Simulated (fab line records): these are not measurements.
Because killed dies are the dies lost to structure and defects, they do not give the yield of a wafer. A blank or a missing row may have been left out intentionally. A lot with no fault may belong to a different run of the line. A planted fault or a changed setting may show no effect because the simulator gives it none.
Matching of chambers | flow n5_finfet | N5_BEOL_M11_CURE_72 on uv_cure-02: 3 sister chambers
The step cures SiCOH lowk, time 120 s. 24 wafers are shown with their chamber, then 11 later ones without.

== WAFERS, EACH WITH ITS CHAMBER ==
wafer  | chamber | wafer_temp_C_max | lamp_power_pct (%)
L075.1 | 0       | 372.1            | 52.31
L075.3 | 0       | 371.8            | 52.39
L075.5 | 0       | 371.7            | 52.16
L076.2 | 2       | 373.5            | 52.33
L076.3 | 2       | 373.8            | 52.31
L076.5 | 2       | 373.0            | 52.28
L077.3 | 2       | 373.3            | 52.37
L077.5 | 2       | 373.6            | 52.34
L077.6 | 2       | 373.6            | 52.24
L079.2 | 1       | 371.4            | 52.34
L079.3 | 1       | 370.9            | 52.30
L079.6 | 1       | 371.6            | 52.39
L083.3 | 1       | 371.3            | 52.33
L083.4 | 1       | 371.4            | 52.27
L083.5 | 1       | 371.4            | 52.27
L082.2 | 0       | 371.3            | 52.33
L082.3 | 0       | 371.6            | 52.36
L082.5 | 0       | 371.4            | 52.29
L084.2 | 2       | 373.1            | 52.35
L084.4 | 2       | 373.2            | 52.35
L087.1 | 0       | 371.4            | 52.27
L087.4 | 0       | 371.6            | 52.39
L087.5 | 0       | 371.8            | 52.30
L092.1 | 1       | 371.7            | 52.24

SIGNATURES, as means of the wafers listed above
reading          | chamber 0 | chamber 1 | chamber 2 | scatter within a chamber
wafer_temp_C_max | 371.633   | 371.386   | 373.387   | 0.262
lamp_power_pct   | 52.3111   | 52.3057   | 52.3212   | 0.0573
Rule: a wafer's distance from a chamber is the root of the sum, over the readings, of the square of ((its reading less the chamber's mean) divided by the reading's scatter). The wafer belongs to the nearest chamber; if the next one is less than 2 further off, it can't be placed. The scatter: take each reading less its chamber's mean, square it, sum over the shown wafers, divide by the number of wafers less the number of chambers, and take the root.

== WAFERS WITH NO CHAMBER GIVEN ==
wafer  | wafer_temp_C_max | lamp_power_pct (%)
L092.2 | 371.4            | 52.37
L092.6 | 372.0            | 52.31
L094.1 | 371.2            | 52.36
L094.5 | 371.8            | 52.26
L094.6 | 370.9            | 52.37
L095.1 | 371.5            | 52.28
L095.2 | 371.3            | 52.32
L095.4 | 370.9            | 52.34
L097.1 | 373.9            | 52.27
L097.3 | 373.4            | 52.27
L097.5 | 374.3            | 52.25

== EACH ONE'S CHAMBER ==
wafer  | from the rows above     | in truth
L092.2 | can't be placed: 1 or 0 | 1
L092.6 | can't be placed: 0 or 1 | 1
L094.1 | can't be placed: 1 or 0 | 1
L094.5 | can't be placed: 0 or 1 | 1
L094.6 | can't be placed: 1 or 0 | 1
L095.1 | can't be placed: 1 or 0 | 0
L095.2 | can't be placed: 1 or 0 | 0
L095.4 | can't be placed: 1 or 0 | 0
L097.1 | 2                       | 2
L097.3 | 2                       | 2
L097.5 | 2                       | 2
3 of 11 placed correctly. Unplaceable from these rows: 8, with the true chamber sitting among the candidates in 8. Wrongly placed: 0.
